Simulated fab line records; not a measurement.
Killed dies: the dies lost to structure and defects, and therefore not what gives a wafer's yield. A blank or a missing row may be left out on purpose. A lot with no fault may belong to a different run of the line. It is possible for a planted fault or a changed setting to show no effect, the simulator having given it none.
Which tool was responsible? ; flow nand harc ; 18 wafers from 6 lots sampled at 2 of the route's 1302 steps

## WHAT THE GAUGES READ, wafer by wafer
NHARC_A_ONON_D1_THK_MEAS_34: measures by ellipsometry.
lot;measured;on;thk nm (nm)
L119;day 8 17:33;film metro-02;202.2 202.1 203.2
L124;day 10 23:35;film metro-02;198.1 200.3 201.1
L128;day 12 16:34;film metro-02;200.3 218.9 202.5
L134;day 15 06:26;film metro-02;202.0 198.4 201.5
L138;day 16 17:46;film metro-01;200.2 204.1 202.7
L140;day 17 18:35;film metro-02;201.5 198.9 203.6

## WHAT TOOL EACH LOT RAN ON (gives the tool, then ch and the chambers of the sampled wafers, and finally the start)
lot;NHARC_A_ONON_D1_DEP_33
L119;pecvd-01 ch 0,1,2, day 8 17:16
L124;pecvd-01 ch 0,2, day 10 23:10
L128;pecvd-01 ch 0,1,2, day 12 16:10
L134;pecvd-02 ch 1,2, day 15 06:04
L138;pecvd-04 ch 0,1,2, day 16 17:21
L140;pecvd-04 ch 0,1,2, day 17 18:10
- NHARC_A_ONON_D1_DEP_33: deposits SiO2, target thk 200 nm.

## THE ANSWER, worked out from the rows above alone
Rule: the lots themselves supply what counts as usual. Put in order of their means at a reading, lots are off if they are a third of the lots or fewer, leave a main group of 4 or more, and stand apart from it by a gap of 3 or more times the standard deviation of the main group's means; of several such gaps the widest counts. A main group is skipped when, at the precision printed for the reading in the tables above, its means are all equal. A lot without any number at a reading at which 4 lots or more have one is off too. Any other lot the step has rows for is counted as sound.
Off: L128, at NHARC_A_ONON_D1_THK_MEAS_34 (thk nm). For the main group the mean is 201.3 nm and the standard deviation 1.
A tool fits if, at a process step before that reading, it ran every lot that is off, and no sound lot after the first of them. The gauges at NHARC_A_ONON_D1_THK_MEAS_34 are tried like those tools. One candidate fits, namely pecvd-01 at NHARC_A_ONON_D1_DEP_33. Its last sound lot is L124 (day 10 23:10), its first lot that is off L128 (day 12 16:10): a fault that began between those two fits.

## WHAT THE SIMULATOR HAD PUT IN
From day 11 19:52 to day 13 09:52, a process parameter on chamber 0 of pecvd-01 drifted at NHARC_A_ONON_D1_DEP_33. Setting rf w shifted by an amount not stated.
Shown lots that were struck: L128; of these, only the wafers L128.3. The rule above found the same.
